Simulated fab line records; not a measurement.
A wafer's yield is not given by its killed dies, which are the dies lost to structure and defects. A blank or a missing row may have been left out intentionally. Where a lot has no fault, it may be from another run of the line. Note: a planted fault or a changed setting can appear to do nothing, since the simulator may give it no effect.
fab line records | flow nand-harc
[record] lots = 6 wafers = 17 last-day = 31
route steps=1302 shown A_ONON_D2@546 END@1302
lots that met no fault: from a run of the same line without faults
start-h: the number of hours between the record's first day and the start of the first shown wafer of the lot | wait-h: how many hours have passed since the lot's step before this one | " the same as in the row above | L1.1+2: a row that stands for several wafers | - no value present, or no start provided | * or withheld: withheld | < > ~ a bound
route shown NAME@n: names a module that has steps shown in the file, with the first one's number in the route | usual: mean and standard deviation over wafers with no fault | same: alike in all rows | chamber/n: place in a boat | sites: per-site readings | _std_site: how widely they spread, as a standard deviation | _edge_site: inner sites' mean taken away from outer sites' mean | radius-mm: how far each site lies from the wafer's centre | mask NAME#n: copy n | behind: tool/chamber where the wafer was last shaped | hold: why the lot was held/for how many hours/how that ended | device: the n, p or np transistor that did not switch | end of line: the same wafers' tests at the end of the route | a step without rows: its recipe alone | killed: at the first sort, the dies lost to defects and structure; wafer yield is something else | map: shows each die of a wafer: x if killed, . if not, _ if none is there
set.NAME: the setting that was run; set.NAME@STEP: the one run at that earlier step | model.NAME: the simulator's own value behind a step, which no gauge read
lots seen at some steps along the route; tables by step, rows by wafer
services: the hour from which a tool's chamber was out of use, counted from the record's first day as start-h (under 0 if before that day), plus the number of hours and why
[[steps]]
[step NHARC_A_ONON_D2_THK_MEAS_02]
[recipe] thk-meas-gauge = ellipsometry
[usual] thk-nm = 1001/11
// columns lot.wafer tool chamber start-h wait-h thk-nm
L911.1 film-metro-02 - 282.72 - 1007
L911.4 " - " " 1007
L911.6 " - " " 1006
L918.4 film-metro-01 - 350.94 - 1007
L918.6 " - " " 1007
L919.1 film-metro-02 - 367.85 - 995
L919.5 " - " " 994
L919.6 " - " " 997
L921.1 film-metro-01 - 383.05 - 1002
L921.4 " - " " 1000
L921.6 " - " " 1003
L927.1 film-metro-02 - 442.79 - 985
L927.2 " - " " 987
L927.6 " - " " 983
L928.1 film-metro-02 - 457.06 - 1027
L928.2 " - " " 1030
L928.6 " - " " 1028
[step NHARC_A_ONON_D2_DEP_03]
[recipe] target-thk-a = 10000 n2-flow-sccm = 2750 n2o-flow-sccm = 2000 nh3-flow-sccm = 500 sih4-flow-sccm = 210 temp-c = 400
[step NHARC_A_ONON_D2_THK_MEAS_05]
[recipe] thk-meas-gauge = ellipsometry
[usual] thk-nm = 1000/9.7
// columns lot.wafer tool chamber start-h wait-h thk-nm
L911.1 film-metro-01 - 283.29 - 996
L911.4 " - " " 995
L911.6 " - " " 993
L918.4 film-metro-02 - 351.51 - 1011
L918.6 " - " " 1011
L919.1 film-metro-02 - 368.42 - 995
L919.5 " - " " 996
L919.6 " - " " 997
L921.1 film-metro-01 - 383.62 - 1021
L921.4 " - " " 1019
L921.6 " - " " 1020
L927.1 film-metro-01 - 443.35 - 990
L927.2 " - " " 988
L927.6 " - " " 987
L928.1 film-metro-02 - 457.62 - 987
L928.2 " - " " 989
L928.6 " - " " 989
[step NHARC_A_ONON_D2_DEP_06]
[recipe] target-thk-a = 10000 n2-flow-sccm = 2750 n2o-flow-sccm = 2000 nh3-flow-sccm = 500 sih4-flow-sccm = 210 temp-c = 400
[step NHARC_A_ONON_D2_THK_MEAS_08]
[recipe] thk-meas-gauge = ellipsometry
[usual] thk-nm = 1002/8.9
// columns lot.wafer tool chamber start-h wait-h thk-nm
L911.1 film-metro-02 - 283.85 - 1004
L911.4 " - " " 1005
L911.6 " - " " 1003
L918.4 film-metro-01 - 352.08 - 1017
L918.6 " - " " 1019
L919.1 film-metro-01 - 368.98 - 981
L919.5 " - " " 980
L919.6 " - " " 981
L921.1 film-metro-01 - 384.18 - 1005
L921.4 " - " " 1004
L921.6 " - " " 1003
L927.1 film-metro-01 - 443.92 - 1002
L927.2 " - " " 1003
L927.6 " - " " 1003
L928.1 film-metro-02 - 458.18 - 1006
L928.2 " - " " 1007
L928.6 " - " " 1006
[step NHARC_A_ONON_D2_DEP_09]
[recipe] target-thk-a = 10000 n2-flow-sccm = 2750 n2o-flow-sccm = 2000 nh3-flow-sccm = 500 sih4-flow-sccm = 210 temp-c = 400
[step NHARC_A_ONON_D2_THK_MEAS_11]
[recipe] thk-meas-gauge = ellipsometry
[usual] thk-nm = 999/11
// columns lot.wafer tool chamber start-h wait-h thk-nm
L911.1 film-metro-02 - 284.42 - 991
L911.4 " - " " 991
L911.6 " - " " 991
L918.4 film-metro-02 - 352.65 - 1002
L918.6 " - " " 1002
L919.1 film-metro-02 - 369.54 - 982
L919.5 " - " " 983
L919.6 " - " " 981
L921.1 film-metro-01 - 384.76 - 982
L921.4 " - " " 981
L921.6 " - " " 980
L927.1 film-metro-01 - 444.48 - 1009
L927.2 " - " " 1013
L927.6 " - " " 1010
L928.1 film-metro-01 - 458.75 - 991
L928.2 " - " " 992
L928.6 " - " " 994
[step NHARC_A_ONON_D2_DEP_12]
[recipe] target-thk-a = 10000 n2-flow-sccm = 2750 n2o-flow-sccm = 2000 nh3-flow-sccm = 500 sih4-flow-sccm = 210 temp-c = 400
[step NHARC_A_ONON_D2_THK_MEAS_14]
[recipe] thk-meas-gauge = ellipsometry
[usual] thk-nm = 998/9.8
// columns lot.wafer tool chamber start-h wait-h thk-nm
L911.1 film-metro-02 - 285.00 - 989
L911.4 " - " " 991
L911.6 " - " " 990
L918.4 film-metro-02 - 353.21 - 999
L918.6 " - " " 998
L919.1 film-metro-02 - 370.11 - 1003
L919.5 " - " " 1005
L919.6 " - " " 1006
L921.1 film-metro-01 - 385.33 - 1006
L921.4 " - " " 1005
L921.6 " - " " 1004
L927.1 film-metro-01 - 445.05 - 1022
L927.2 " - " " 1024
L927.6 " - " " 1022
L928.1 film-metro-02 - 459.32 - 1009
L928.2 " - " " 1008
L928.6 " - " " 1009
[step NHARC_A_ONON_D2_ANNEAL_15]
[recipe] temp-c = 750 time-s = 3600
[step NHARC_A_ONON_D2_DEP_16]
[recipe] target-thk-a = 10000 n2-flow-sccm = 2750 n2o-flow-sccm = 2000 nh3-flow-sccm = 500 sih4-flow-sccm = 210 temp-c = 400
[step NHARC_A_ONON_D2_THK_MEAS_18]
[recipe] thk-meas-gauge = ellipsometry
[usual] thk-nm = 1000/9.9
// columns lot.wafer tool chamber start-h wait-h thk-nm
L911.1 film-metro-02 - 292.36 - 1007
L911.4 " - " " 1007
L911.6 " - " " 1007
L918.4 film-metro-01 - 360.55 - 996
L918.6 " - " " 997
L919.1 film-metro-01 - 377.44 - 999
L919.5 " - " " 997
L919.6 " - " " 997
L921.1 film-metro-01 - 392.73 - 1015
L921.4 " - " " 1014
L921.6 " - " " 1017
L927.1 film-metro-02 - 452.45 - 987
L927.2 " - " " 986
L927.6 " - " " 985
L928.1 film-metro-02 - 469.81 - 993
L928.2 " - " " 995
L928.6 " - " " 993
[step NHARC_A_ONON_D2_DEP_19]
[recipe] target-thk-a = 10000 n2-flow-sccm = 2750 n2o-flow-sccm = 2000 nh3-flow-sccm = 500 sih4-flow-sccm = 210 temp-c = 400
// columns lot.wafer tool chamber start-h wait-h
L911.1+4+6 pecvd-onon-03 0 292.41 0.1
L918.4+6 pecvd-onon-03 0 360.78 0.2
L919.1+5+6 pecvd-onon-03 0 377.50 0.1
L921.1+4+6 pecvd-onon-01 0 392.79 0.1
L927.1+2+6 pecvd-onon-04 0 452.51 0.1
L928.1+2+6 pecvd-onon-03 0 469.87 0.1
[step NHARC_A_ONON_D2_THK_MEAS_21]
[recipe] thk-meas-gauge = ellipsometry
[usual] thk-nm = 1001/11
// columns lot.wafer tool chamber start-h wait-h hold thk-nm
L911.1 film-metro-02 - 292.92 - - 1014
L911.4 " - " " - 1014
L911.6 " - " " - 1015
L918.4 film-metro-01 - 361.12 - await-dispo/0.2h/release 1400
L918.6 " - " " await-dispo/0.2h/release 1401
L918.4 film-metro-01 - 361.29 0.2 - 1401
L918.6 " - " " - 1399
L919.1 film-metro-01 - 378.01 - await-dispo/0.2h/release 1006
L919.5 " - " " await-dispo/0.2h/release 1007
L919.6 " - " " await-dispo/0.2h/release 1400
L919.1 film-metro-01 - 378.18 0.2 - 1005
L919.5 " - " " - 1005
L919.6 " - " " - 1399
L921.1 film-metro-01 - 393.30 - - 1019
L921.4 " - " " - 1019
L921.6 " - " " - 1018
L927.1 film-metro-01 - 453.03 - - 1004
L927.2 " - " " - 1007
L927.6 " - " " - 1005
L928.1 film-metro-02 - 470.38 - - 1012
L928.2 " - " " - 1013
L928.6 " - " " - 1012
[step NHARC_END_SORT_01]
[recipe] temp-c = 25
[usual] killed-at-array = 53/20 killed-at-other = 1/1.2 killed-at-periphery = 3.7/2.6 killed-dies = 58/20 killed-open = 3.5/1.8 killed-short = 2.4/1.7
[same] gross-dies = 677
// columns lot.wafer tool chamber start-h wait-h hold killed-at-array killed-at-other killed-at-periphery killed-dies killed-open killed-short
L911.1 prober-01 0 563.65 2.5 - 27 1 2 30 4 1
L911.4 prober-01 0 566.06 3.4 - 35 0 2 37 4 0
L911.6 prober-01 0 567.66 4.0 - 34 2 2 38 3 1
L919.1 prober-01 0 653.37 2.5 await-dispo/2.2h/release 45 1 6 52 3 3
L919.5 prober-01 0 656.54 3.7 await-dispo/2.2h/release 58 3 4 65 3 2
L919.6 prober-01 0 657.34 4.0 await-dispo/2.2h/release 670 3 4 677 4 5
L921.1 prober-02 0 676.18 2.5 - 69 1 11 81 5 0
L921.4 prober-02 0 678.59 3.4 - 63 0 10 73 3 5
L921.6 prober-02 0 680.20 4.0 - 57 0 5 62 1 0
L918.4 prober-02 0 683.59 3.4 await-dispo/0.6h/release 676 0 1 677 3 4
L918.6 prober-02 0 685.17 3.9 await-dispo/0.6h/release 677 0 0 677 1 5
L927.1 prober-01 0 724.12 2.5 - 62 1 1 64 4 2
L927.2 prober-01 0 724.93 2.8 - 82 0 0 82 3 3
L927.6 prober-01 0 728.14 4.0 - 55 1 3 59 1 2
L928.1 prober-01 0 737.91 2.5 - 46 0 2 48 5 1
L928.2 prober-01 0 738.71 2.8 - 43 0 3 46 4 2
L928.6 prober-01 0 741.92 4.0 - 45 0 2 47 2 2
// killed by level:class
L911.1 A_SLIT:chamber-film-flake=8 A_STAIRCASE:chamber-film-flake=5 A_WL_FILL:chamber-film-flake=4 A_CONTACT:chamber-film-flake=4 P_CONTACT:geometric-particle:open=1 A_SOURCE_PLATE:geometric-particle:open=1 A_CHANNEL_FILL_D2:geometric-particle:open=1 A_CHANNEL_FILL_D2:geometric-particle:short=1
L911.4 A_SLIT:chamber-film-flake=11 A_CHANNEL_HOLE_D2:chamber-film-flake=8 A_CONTACT:chamber-film-flake=5 A_STAIRCASE:chamber-film-flake=3 A_CHANNEL_FILL_D1:geometric-particle:open=2 P_CONTACT:geometric-particle:open=1 A_ONON_D2:geometric-particle:open=1 P_GATE:chamber-film-flake=1
L911.6 A_CONTACT:chamber-film-flake=8 A_CHANNEL_HOLE_D2:chamber-film-flake=7 A_SLIT:chamber-film-flake=7 A_WL_FILL:chamber-film-flake=4 A_M0:geometric-particle:open=2 P_ZERO_WELL:chamber-film-flake=2 THIN_TSV:chamber-film-flake=2 A_ONON_D1:geometric-particle:short=1
L919.1 A_CHANNEL_HOLE_D2:chamber-film-flake=17 A_SLIT:chamber-film-flake=12 P_M2:chamber-film-flake=5 A_CHANNEL_HOLE_D1:chamber-film-flake=4 A_STAIRCASE:chamber-film-flake=3 A_CONTACT:chamber-film-flake=2 A_CHANNEL_HOLE_D2:geometric-particle:open=1 A_CHANNEL_FILL_D2:geometric-particle:open=1
L919.5 A_SLIT:chamber-film-flake=28 A_STAIRCASE:chamber-film-flake=11 A_CHANNEL_HOLE_D2:chamber-film-flake=10 A_CHANNEL_FILL_D2:chamber-film-flake=4 THIN_TSV:chamber-film-flake=3 P_M2:chamber-film-flake=2 P_CONTACT:geometric-particle:open=1 A_ONON_D2:geometric-particle:open=1
L919.6 A_ONON_D2:area-dep=615 A_SLIT:chamber-film-flake=16 A_CHANNEL_HOLE_D2:chamber-film-flake=13 A_CHANNEL_HOLE_D1:chamber-film-flake=7 A_STAIRCASE:chamber-film-flake=4 A_CHANNEL_FILL_D2:chamber-film-flake=3 THIN_TSV:chamber-film-flake=3 A_WL_FILL:chamber-film-flake=2
L921.1 A_CHANNEL_HOLE_D1:chamber-film-flake=36 A_CHANNEL_HOLE_D2:chamber-film-flake=19 P_GATE:chamber-film-flake=5 A_SLIT:chamber-film-flake=5 P_BONDPAD:chamber-film-flake=4 A_STAIRCASE:chamber-film-flake=4 P_CONTACT:geometric-particle:open=1 A_SOURCE_PLATE:geometric-particle:open=1
L921.4 A_CHANNEL_HOLE_D1:chamber-film-flake=30 A_CHANNEL_HOLE_D2:chamber-film-flake=14 P_BONDPAD:chamber-film-flake=6 A_SLIT:chamber-film-flake=5 A_STAIRCASE:chamber-film-flake=3 A_CONTACT:chamber-film-flake=3 A_DECK1_JOINT:geometric-particle:short=2 P_GATE:chamber-film-flake=2
L921.6 A_CHANNEL_HOLE_D1:chamber-film-flake=34 A_CHANNEL_HOLE_D2:chamber-film-flake=18 P_GATE:chamber-film-flake=2 P_BONDPAD:chamber-film-flake=2 A_DECK1_JOINT:chamber-film-flake=2 A_SLIT:chamber-film-flake=2 A_CHANNEL_FILL_D1:geometric-particle:open=1 P_ZERO_WELL:chamber-film-flake=1
L918.4 A_ONON_D2:area-dep=603 A_CHANNEL_HOLE_D1:chamber-film-flake=28 A_CHANNEL_HOLE_D2:chamber-film-flake=25 A_STAIRCASE:chamber-film-flake=3 A_CONTACT:chamber-film-flake=3 A_ZERO_WELL:chamber-film-flake=2 A_CHANNEL_FILL_D1:chamber-film-flake=2 A_SLIT:chamber-film-flake=2
L918.6 A_ONON_D2:area-dep=592 A_CHANNEL_HOLE_D1:chamber-film-flake=38 A_CHANNEL_HOLE_D2:chamber-film-flake=33 A_ONON_D2:geometric-particle:short=4 A_STAIRCASE:chamber-film-flake=3 A_CONTACT:chamber-film-flake=2 A_CHANNEL_HOLE_D1:geometric-particle:short=1 A_CONTACT:geometric-particle:open=1
L927.1 A_CHANNEL_HOLE_D1:chamber-film-flake=31 A_SLIT:chamber-film-flake=18 A_ONON_D2:geometric-particle:open=2 A_WL_FILL:geometric-particle:short=2 A_STAIRCASE:chamber-film-flake=2 A_WL_FILL:chamber-film-flake=2 A_CONTACT:chamber-film-flake=2 P_M1:geometric-particle:open=1
L927.2 A_CHANNEL_HOLE_D1:chamber-film-flake=33 A_SLIT:chamber-film-flake=33 A_CONTACT:chamber-film-flake=4 A_WL_FILL:chamber-film-flake=3 A_DECK1_JOINT:chamber-film-flake=2 A_CHANNEL_FILL_D1:geometric-particle:open=1 A_CHANNEL_HOLE_D2:geometric-particle:short=1 A_WL_FILL:geometric-particle:short=1
L927.6 A_CHANNEL_HOLE_D1:chamber-film-flake=32 A_SLIT:chamber-film-flake=15 A_CONTACT:chamber-film-flake=5 P_CONTACT:geometric-particle:short=1 P_CONTACT:geometric-particle:open=1 A_M0:geometric-particle:short=1 P_GATE:chamber-film-flake=1 A_CHANNEL_FILL_D2:chamber-film-flake=1
L928.1 A_CHANNEL_HOLE_D1:chamber-film-flake=32 A_SLIT:chamber-film-flake=4 A_CONTACT:chamber-film-flake=4 P_CONTACT:geometric-particle:open=1 P_M2:geometric-particle:open=1 A_SGD_CUT:geometric-particle:short=1 A_WL_FILL:geometric-particle:open=1 A_BLC:geometric-particle:open=1
L928.2 A_CHANNEL_HOLE_D1:chamber-film-flake=28 A_CONTACT:chamber-film-flake=7 A_SLIT:chamber-film-flake=3 P_CONTACT:geometric-particle:open=1 P_M0:geometric-particle:open=1 A_SOURCE_PLATE:geometric-particle:open=1 A_ONON_D2:geometric-particle:short=1 A_SGD_CUT:geometric-particle:short=1
L928.6 A_CHANNEL_HOLE_D1:chamber-film-flake=25 A_SLIT:chamber-film-flake=10 A_CONTACT:chamber-film-flake=4 A_M1:geometric-particle:open=2 A_DECK1_JOINT:geometric-particle:short=1 A_CHANNEL_FILL_D2:geometric-particle:short=1 P_STI:chamber-film-flake=1 P_GATE:chamber-film-flake=1
// map L918.4 (x killed, . not)
____________x____________
_________xxxxxxx_________
_______xxxxxxxxxxx_______
______xxxxxxxxxxxxx______
_____xxxxxxxxxxxxxxx_____
____xxxxxxxxxxxxxxxxx____
____xxxxxxxxxxxxxxxxx____
___xxxxxxxxxxxxxxxxxxx___
___xxxxxxxxxxxxxxxxxxx___
__xxxxxxxxxxxxxxxxxxxxx__
__xxxxxxxxxxxxxxxxxxxxx__
_xxxxxxxxxxxxxxxxxxxxxxx_
_xxxxxxxxxxxxxxxxxxxxxxx_
_xxxxxxxxxxxxxxxxxxxxxxx_
_xxxxxxxxxxxxxxxxxxxxxxx_
_xxxxxxxxxxxxxxxxxxxxxxx_
xxxxxxxxxxxxxxxxxxxxxxxxx
xxxxxxxxxxxxxxxxxxxxxxxxx
xxxxxxxxxxxxxxxxxxxxxxxxx
xxxxxxxxxxxxxxxxxxxxxxxxx
xxxxxxxxxxxxxxxxxxxxxxxxx
_xxxxxxxxxxxxxxxxxxxxxxx_
_xxxxxxxxxxxxxxxxxxxxxxx_
_xxxxxxxxxxxxxxxxxxxxxxx_
_xxxxxxxxxxxxxxxxxxxxxxx_
_xxxxxxxxxxxxxxxxxxxxxxx_
__xxxxxxxxxxxxxxxxxxxxx__
__xxxxxxxxxxxxxxxxxxxxx__
___xxxxxxxxxxxxxxxxxxx___
___xxxxxxxxxxxxxxxxxxx___
____xxxxxxxxxxxxxxxxx____
____xxxxxxxxxxxxxxxxx____
_____xxxxxxxxxxxxxxx_____
______xxxxxxxxxxxxx______
_______xxxxxxxxxxx_______
_________xxxxxxx_________
____________x____________
// map L919.6 (x killed, . not)
____________x____________
_________xxxxxxx_________
_______xxxxxxxxxxx_______
______xxxxxxxxxxxxx______
_____xxxxxxxxxxxxxxx_____
____xxxxxxxxxxxxxxxxx____
____xxxxxxxxxxxxxxxxx____
___xxxxxxxxxxxxxxxxxxx___
___xxxxxxxxxxxxxxxxxxx___
__xxxxxxxxxxxxxxxxxxxxx__
__xxxxxxxxxxxxxxxxxxxxx__
_xxxxxxxxxxxxxxxxxxxxxxx_
_xxxxxxxxxxxxxxxxxxxxxxx_
_xxxxxxxxxxxxxxxxxxxxxxx_
_xxxxxxxxxxxxxxxxxxxxxxx_
_xxxxxxxxxxxxxxxxxxxxxxx_
xxxxxxxxxxxxxxxxxxxxxxxxx
xxxxxxxxxxxxxxxxxxxxxxxxx
xxxxxxxxxxxxxxxxxxxxxxxxx
xxxxxxxxxxxxxxxxxxxxxxxxx
xxxxxxxxxxxxxxxxxxxxxxxxx
_xxxxxxxxxxxxxxxxxxxxxxx_
_xxxxxxxxxxxxxxxxxxxxxxx_
_xxxxxxxxxxxxxxxxxxxxxxx_
_xxxxxxxxxxxxxxxxxxxxxxx_
_xxxxxxxxxxxxxxxxxxxxxxx_
__xxxxxxxxxxxxxxxxxxxxx__
__xxxxxxxxxxxxxxxxxxxxx__
___xxxxxxxxxxxxxxxxxxx___
___xxxxxxxxxxxxxxxxxxx___
____xxxxxxxxxxxxxxxxx____
____xxxxxxxxxxxxxxxxx____
_____xxxxxxxxxxxxxxx_____
______xxxxxxxxxxxxx______
_______xxxxxxxxxxx_______
_________xxxxxxx_________
____________x____________
[[services]]
// columns tool chamber start-h hours kind
pecvd-onon-01 - 269.00 13.0 pm
pecvd-onon-03 - 296.79 4.9 repair
pecvd-onon-04 - 311.30 13.0 pm
pecvd-onon-01 - 312.38 3.4 repair
pecvd-onon-03 - 408.00 13.0 pm
pecvd-onon-01 - 450.00 13.0 pm
[[key]]
[first-sign] step = NHARC_A_ONON_D2_THK_MEAS_21 reading = visit direction = added
[effect] step = NHARC_A_ONON_D2_THK_MEAS_21 reading = thk-nm direction = up sigmas = 38 usual = 1001 struck = 1400
[effect] step = NHARC_END_SORT_01 reading = killed-at-array direction = up sigmas = 32 usual = 53 struck = 674
[more-kills-born-at] NHARC_A_ONON_D2_DEP_19@pecvd-onon-03 = 1810
met-at NHARC_A_ONON_D2_DEP_19
struck-wafers L918.4,L918.6,L919.6
later-rows-left-out L918.4,L918.6,L919.6
tester-left-out L918,L919
onset-between 292.41 360.78
[fault] kind = process-parameter-drift tool = pecvd-onon-03 chamber = - onset-h = 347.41 steps = NHARC_A_ONON_D2_DEP_19 channel = target-thk-a offset = * shape = step end-h = 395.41 scope = struck-wafers-only acts-in = * stated = *
// tester-left-out: of these lots the tester's yield and bins aren't shown, on N5 and GAA mostly nor the transistor test; their killed dies are dies lost to structure and defects alone, not to doping, threshold or leakage, so they don't give the yield
// later-rows-left-out: the simulator's readings of these wafers behind a module that went badly wrong aren't trusted and aren't shown, but for the sort
